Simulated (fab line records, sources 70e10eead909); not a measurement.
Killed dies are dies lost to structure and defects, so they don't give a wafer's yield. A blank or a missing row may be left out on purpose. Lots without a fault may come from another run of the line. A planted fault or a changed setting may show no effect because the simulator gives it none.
Which tool did it? | flow nand_harc | 15 lots, 43 wafers sampled, at 4 steps of a route of 1302

WHAT THE GAUGES READ, wafer by wafer
NHARC_A_ONON_D1_THK_MEAS_11: measures by ellipsometry.
lot  | measured     | on            | thk_nm (nm)
L725 | day 8 08:11  | film_metro-02 | 1014 1013 1015
L726 | day 8 12:17  | film_metro-01 | 998 998 998
L728 | day 9 15:42  | film_metro-02 | 1006 1008 1009
L729 | day 10 08:27 | film_metro-02 | 996 997 998
L731 | day 10 13:15 | film_metro-01 | 987 985 985
L732 | day 11 05:11 | film_metro-02 | 997 996 997
L735 | day 12 07:38 | film_metro-02 | 996 996 996
L736 | day 12 16:56 | film_metro-02 | 995 996
L737 | day 13 05:19 | film_metro-02 | 998 999
L739 | day 13 20:23 | film_metro-02 | 999 999 1000
L742 | day 15 00:16 | film_metro-02 | 990 989 991
L743 | day 15 19:41 | film_metro-02 | 1001 1001 1003
L745 | day 16 09:03 | film_metro-02 | 1001 1000 1000
L746 | day 17 04:49 | film_metro-01 | 987 988 987
L747 | day 17 13:25 | film_metro-01 | 993 993 993

NHARC_A_ONON_D1_THK_MEAS_27: measures by ellipsometry.
lot  | measured     | on            | thk_nm (nm)
L725 | day 8 21:34  | film_metro-01 | 1001 1001 998
L726 | day 8 21:33  | film_metro-02 | 988 988 989
L728 | day 10 01:44 | film_metro-02 | 984 985 986
L729 | day 10 20:26 | film_metro-02 | 980 979 980
L731 | day 10 20:49 | film_metro-02 | 1012 1010 1011
L732 | day 11 15:29 | film_metro-01 | 996 996 996
L735 | day 12 17:40 | film_metro-02 | 999 687 1000
L736 | day 13 03:02 | film_metro-02 | 678 679
L737 | day 13 16:49 | film_metro-01 | 986 674
L739 | day 14 06:59 | film_metro-01 | 986 983 985
L742 | day 15 10:29 | film_metro-01 | 1004 1004 1003
L743 | day 16 05:46 | film_metro-02 | 1010 1010 1009
L745 | day 16 19:32 | film_metro-01 | 1000 1000 999
L746 | day 17 14:54 | film_metro-01 | 997 998 998
L747 | day 18 00:46 | film_metro-01 | 1000 999 999

NHARC_A_ONON_D1_INSPECT_32.
lot  | measured     | on                | raw_defect_count
L725 | day 8 22:50  | defect_inspect-02 | 92 72 137
L726 | day 8 22:40  | defect_inspect-02 | 51 32 48
L728 | day 10 02:52 | defect_inspect-02 | 99 90 96
L729 | day 10 21:32 | defect_inspect-01 | 60 40 63
L731 | day 10 21:58 | defect_inspect-02 | 104 87 71
L732 | day 11 16:35 | defect_inspect-02 | 81 66 76
L735 | day 12 18:46 | defect_inspect-01 | 68 36 49
L736 | day 13 04:08 | defect_inspect-02 | 30 37
L737 | day 13 17:56 | defect_inspect-01 | 74 60
L739 | day 14 08:05 | defect_inspect-02 | 80 76 71
L742 | day 15 11:37 | defect_inspect-02 | 62 36 57
L743 | day 16 06:52 | defect_inspect-01 | 93 88 63
L745 | day 16 20:38 | defect_inspect-02 | 69 57 81
L746 | day 17 16:01 | defect_inspect-02 | 126 150 121
L747 | day 18 02:01 | defect_inspect-02 | 55 24 75

WHICH TOOL RAN EACH LOT (tool, then ch and the chambers of the sampled wafers, then the start)
lot  | NHARC_A_ONON_D1_DEP_25
L725 | pecvd_onon-03 ch 0, day 8 21:03
L726 | pecvd_onon-04 ch 0, day 8 21:02
L728 | pecvd_onon-03 ch 0, day 10 01:13
L729 | pecvd_onon-04 ch 0, day 10 19:55
L731 | pecvd_onon-04 ch 0, day 10 20:17
L732 | pecvd_onon-03 ch 0, day 11 14:59
L735 | pecvd_onon-04 ch 0, day 12 17:09
L736 | pecvd_onon-04 ch 0, day 13 02:36
L737 | pecvd_onon-04 ch 0, day 13 16:19
L739 | pecvd_onon-03 ch 0, day 14 06:35
L742 | pecvd_onon-02 ch 0, day 15 10:02
L743 | pecvd_onon-02 ch 0, day 16 05:19
L745 | pecvd_onon-04 ch 0, day 16 19:01
L746 | pecvd_onon-04 ch 0, day 17 14:23
L747 | pecvd_onon-04 ch 0, day 18 00:18
- NHARC_A_ONON_D1_DEP_25: target thk 1000 nm.

WHAT THE TOOLS THEMSELVES READ (means of the sampled wafers that have a number; where no wafer has one, the mark that the record gives instead)
The record holds no such reading with a usual standard deviation.

THE ANSWER, worked out from the rows above alone
Rule: what is usual is taken from the lots themselves. Put in order of their means at a reading, lots are off if they are a third of the lots or fewer, leave a main group of 4 or more, and stand apart from it by a gap of 3 or more times the standard deviation of the main group's means; of several such gaps the widest counts. A main group whose means are all the same, to the digits that the tables above print for the reading, isn't used. A lot without any number at a reading at which 4 lots or more have one is off too. The other lots that the step has rows for count as sound. The gauges are gone through in route order, then the tools' own readings, and for those a lot's mean is taken as printed above. The first step at which some lot is off is used, and at that step the reading that is off furthest; a lot without a number counts as furthest.
Off: L735, L736, L737, at NHARC_A_ONON_D1_THK_MEAS_27 (thk_nm). The main group: mean 996 nm, standard deviation 9.5.
A tool fits if, at a process step before that reading, it ran every lot that is off, and no sound lot after the first of them. The gauges at NHARC_A_ONON_D1_THK_MEAS_27 are tried like those tools. None of those tried fits.

WHAT THE SIMULATOR HAD PUT IN
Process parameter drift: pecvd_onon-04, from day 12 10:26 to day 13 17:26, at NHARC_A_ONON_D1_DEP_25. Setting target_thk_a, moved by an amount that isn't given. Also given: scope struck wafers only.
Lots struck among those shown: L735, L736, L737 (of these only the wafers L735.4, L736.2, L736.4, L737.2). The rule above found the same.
